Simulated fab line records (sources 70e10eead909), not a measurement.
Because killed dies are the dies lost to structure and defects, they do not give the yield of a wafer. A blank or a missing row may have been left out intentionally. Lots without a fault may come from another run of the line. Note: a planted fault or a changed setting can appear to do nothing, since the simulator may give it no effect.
Matching of chambers | flow nandHarc | aldHk-02 running NHARC_A_CHANNEL_FILL_D1_ALD_14: 4 sister chambers
The step deposits SiO2, target thk 2.5 nm, pulse time 10 s, ald cycles 25. 20 wafers are shown with their chamber, then 10 later ones without.

## EACH WAFER AND ITS CHAMBER
wafer  | chamber | heaterPowerW (W) | precursorPulseHeightRel
L075.1 | 1       | 494              | 0.981
L075.2 | 2       | 404              | 1.013
L075.3 | 0       | 543              | 1.002
L078.1 | 0       | 542              | 1.011
L078.4 | 3       | 425              | 0.986
L078.6 | 3       | 418              | 0.996
L076.2 | 1       | 487              | 1.012
L076.3 | 2       | 403              | 1.037
L076.6 | 0       | 558              | 1.012
L077.1 | 0       | 541              | 1.007
L077.2 | 2       | 399              | 0.993
L077.3 | 1       | 495              | 0.997
L079.3 | 1       | 510              | 0.987
L079.4 | 2       | 406              | 1.003
L079.6 | 1       | 499              | 0.982
L084.3 | 1       | 488              | 0.967
L084.4 | 3       | 435              | 0.974
L084.5 | 3       | 430              | 0.986
L083.4 | 0       | 550              | 1.030
L083.5 | 3       | 422              | 0.999

SIGNATURES (averages over the wafers above)
reading                 | chamber 0 | chamber 1 | chamber 2 | chamber 3 | scatter within a chamber
heaterPowerW            | 546.80    | 495.50    | 403.00    | 426.00    | 6.91
precursorPulseHeightRel | 1.01240   | 0.98767   | 1.01150   | 0.98820   | 0.0139
Rule: for each reading, subtract the chamber's mean from the wafer's reading, divide by that reading's scatter and square the result; add these up over the readings and take the root, which gives the wafer's distance from the chamber. The wafer belongs to the nearest chamber; if the next one is less than 2 further off, it can't be placed. The scatter is the square root of a quotient: the sum, over the shown wafers, of each reading's squared deviation from its chamber's mean, divided by wafers minus chambers.

## WAFERS WHOSE CHAMBER IS MISSING
wafer  | heaterPowerW (W) | precursorPulseHeightRel
L083.6 | 412              | 0.994
L088.1 | 418              | 1.002
L088.2 | 551              | 0.987
L088.4 | 400              | 1.044
L091.2 | 582              | 0.996
L091.4 | 477              | 0.996
L091.5 | 427              | 1.004
L095.3 | 568              | 0.980
L095.4 | 497              | 0.972
L095.6 | 407              | 1.004

## EACH ONE'S CHAMBER
wafer  | from the rows above     | in truth
L083.6 | can't be placed: 2 or 3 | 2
L088.1 | can't be placed: 3 or 2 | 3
L088.2 | 0                       | 0
L088.4 | 2                       | 2
L091.2 | 0                       | 0
L091.4 | 1                       | 1
L091.5 | 3                       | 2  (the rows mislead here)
L095.3 | 0                       | 0
L095.4 | 1                       | 1
L095.6 | 2                       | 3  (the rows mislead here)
6 of 10 placed correctly. These rows do not allow placing 2 (true chamber among the candidates in 2). Wrongly placed: 2.
